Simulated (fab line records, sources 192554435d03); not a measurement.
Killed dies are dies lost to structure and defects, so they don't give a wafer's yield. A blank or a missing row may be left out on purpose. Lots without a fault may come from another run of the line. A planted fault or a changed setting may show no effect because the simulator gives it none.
Chamber matching | flow n5_finfet | N5_GATE_CUT_SAC_CAP_01 on ald_sin-02: 4 sister chambers
The step material SiNx, target thk 24 nm, pulse time 1 s, ald cycles 480. 14 wafers are shown with their chamber, then 7 later ones without.

WAFERS WITH THEIR CHAMBER
wafer  | chamber | heater_power_w (W) | precursor_pulse_height_rel
L074.2 | 1       | 976                | 0.984
L074.5 | 0       | 819                | 0.992
L074.6 | 3       | 804                | 0.962
L075.1 | 2       | 844                | 1.005
L075.2 | 1       | 973                | 0.971
L075.4 | 3       | 802                | 1.015
L076.1 | 1       | 948                | 0.991
L076.2 | 2       | 841                | 0.999
L076.4 | 0       | 824                | 0.965
L078.1 | 2       | 852                | 1.022
L078.3 | 0       | 844                | 0.952
L078.5 | 1       | 977                | 1.016
L081.3 | 1       | 976                | 1.028
L081.5 | 1       | 963                | 1.007

SIGNATURES (means of the wafers above)
reading                    | chamber 0 | chamber 1 | chamber 2 | chamber 3 | scatter within a chamber
heater_power_w             | 829.00    | 968.83    | 845.67    | 803.00    | 10.4
precursor_pulse_height_rel | 0.96967   | 0.99950   | 1.00867   | 0.98850   | 0.0219
Rule: a wafer's distance from a chamber is the root of the sum, over the readings, of the square of ((its reading less the chamber's mean) divided by the reading's scatter). The wafer belongs to the nearest chamber; if the next one is less than 2 further off, it can't be placed. The scatter: the root of (the sum of the squares of (reading less its chamber's mean) over the shown wafers, divided by (wafers less chambers)).

WAFERS WITHOUT THEIR CHAMBER
wafer  | heater_power_w (W) | precursor_pulse_height_rel
L081.6 | 838                | 1.007
L087.1 | 802                | 1.008
L087.3 | 966                | 1.036
L087.4 | 861                | 0.981
L094.3 | 1004               | 0.965
L094.5 | 824                | 0.989
L094.6 | 803                | 1.009

WHICH CHAMBER EACH WENT THROUGH
wafer  | from the rows above          | in truth
L081.6 | can't be placed: 2 or 0      | 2
L087.1 | 3                            | 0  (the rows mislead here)
L087.3 | 1                            | 1
L087.4 | can't be placed: 2 or 0      | 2
L094.3 | 1                            | 1
L094.5 | can't be placed: 0 or 3 or 2 | 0
L094.6 | 3                            | 3
Placed correctly: 3 of 7. Can't be placed from these rows: 3 (the true chamber is among the candidates in 3). Placed wrongly: 1.
